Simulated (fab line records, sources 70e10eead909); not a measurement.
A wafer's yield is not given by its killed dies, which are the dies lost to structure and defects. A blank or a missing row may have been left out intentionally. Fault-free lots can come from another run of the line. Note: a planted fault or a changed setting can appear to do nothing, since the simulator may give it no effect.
Comparing a struck lot with a sound one :: flow nand_harc :: 15 out of 1159 route steps
Sound: the wafers L369.1, L369.5, L369.6. Wafers L378.1, L378.3, L378.5 were the ones struck. Last of all comes the cause.
For every step that has rows: the tool of each side, followed by ch and its chambers, followed by its first start. Under that, the readings that differ: sound wafers :: struck wafers :: difference of the means :: sigmas: that difference in standard deviations of wafers without a fault.
alike: a reading whose means differ by less than 2 such deviations, as well as words and numbers matching on both sides. not compared: withheld readings; readings where some wafer has no value; bounds like >300 that might hide an equal value; numbers whose values overlap and for which the record gives no deviation.
Wherever a step has rows on one side only, a row that says differs or no value, or a row with sigmas, the two part there. When numbers do not overlap yet have no deviation, they are printed without sigmas and do not part them. A reading missing from all wafers of one side parts the sides only when that side holds two or more wafers.

first, 7 steps without rows for these wafers: NHARC_A_CONTACT_COAT_35 (time 65 s); NHARC_A_CONTACT_COAT_36 (resist thk 90 nm); NHARC_A_CONTACT_SOFTBAKE_37 (time 55 s); NHARC_A_CONTACT_EBR_38; NHARC_A_CONTACT_EXPOSE_39 (exposes mask A CC 3); NHARC_A_CONTACT_PEB_40 (peb time 65 s); NHARC_A_CONTACT_DEVELOP_41 (develop time 35 s).
NHARC_A_CONTACT_CD_MEAS_42: target cd 200 nm.
  sound on cd_sem-03 ch 0, day 17 21:43; struck on cd_sem-03 ch 0, day 20 10:56
  alike: cd_nm
NHARC_A_CONTACT_OVL_MEAS_43:
  struck on overlay-01, day 20 11:01; sound on overlay-01, day 17 21:49
  alike: overlay_x_nm, overlay_y_nm
NHARC_A_CONTACT_INSPECT_44:
  struck on defect_inspect-02, day 20 11:04; sound on defect_inspect-01, day 17 21:51
  alike: raw_defect_count
NHARC_A_CONTACT_DESCUM_47: chemistry O2, time 3 s.
  sound on rie_diel-05 ch 0,3, day 17 21:55; struck on rie_diel-13 ch 1,2,3, day 20 11:08
  alike: drypump_motor_current_A, oes_product_au, rf_vpp_V, showerhead_plenum_p_Torr, throttle_valve_pct
  not compared: rf_hours_counter_h
NHARC_A_CONTACT_ETCH_48: etches the open film in CF4, target depth 39 nm, time 65 s.
  sound on rie_diel-05 ch 1,2, day 17 22:01; struck on rie_diel-13 ch 0,2,3, day 20 11:23
  alike: drypump_motor_current_A, oes_product_au, rf_vpp_V, showerhead_plenum_p_Torr, throttle_valve_pct
  not compared: rf_hours_counter_h
NHARC_A_CONTACT_ETCH_49: etches the open film in N2/H2, target depth 260 nm, time 475.3 s.
  sound on rie_diel-05 ch 0,3, day 17 22:05; struck on rie_diel-13 ch 1,2,3, day 20 11:28
reading: h2_flow_sccm (sccm)
sound: 149.9 150.5 149.8
struck: 75.5 74.9 75.0
difference: -74.9
sigmas: -99 or more

reading: showerhead_plenum_p_Torr (Torr)
sound: 2.12 2.12 1.90
struck: 1.78 1.76 1.68
difference: -0.31
sigmas: -4

reading: throttle_valve_pct (%)
sound: 14.161 14.171 14.164
struck: 13.081 13.084 13.099
difference: -1.077
sigmas: -99 or more
  alike: drypump_motor_current_A, oes_product_au, rf_vpp_V
  not compared: rf_hours_counter_h
NHARC_A_CONTACT_ETCH_50: etches the open film in CF4/CHF3, target depth 84.7 nm, time 42.4 s.
  sound on rie_diel-05 ch 0,3; struck on rie_diel-13 ch 2,3
  alike: drypump_motor_current_A, oes_product_au, rf_vpp_V, showerhead_plenum_p_Torr, throttle_valve_pct
  not compared: rf_hours_counter_h
following that, these wafers have no rows for 1 step: NHARC_END_SORT_01.

== WHERE THEY PART ==
NHARC_A_CONTACT_ETCH_49 only, going by this record. Later steps at which nothing parts them and some readings are alike: NHARC_A_CONTACT_ETCH_50.

WHY: whatever the simulator had introduced
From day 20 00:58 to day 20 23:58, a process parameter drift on rie_diel-13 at NHARC_A_CONTACT_ETCH_49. Setting h2_flow_sccm, moved by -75, from 150. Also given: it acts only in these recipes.
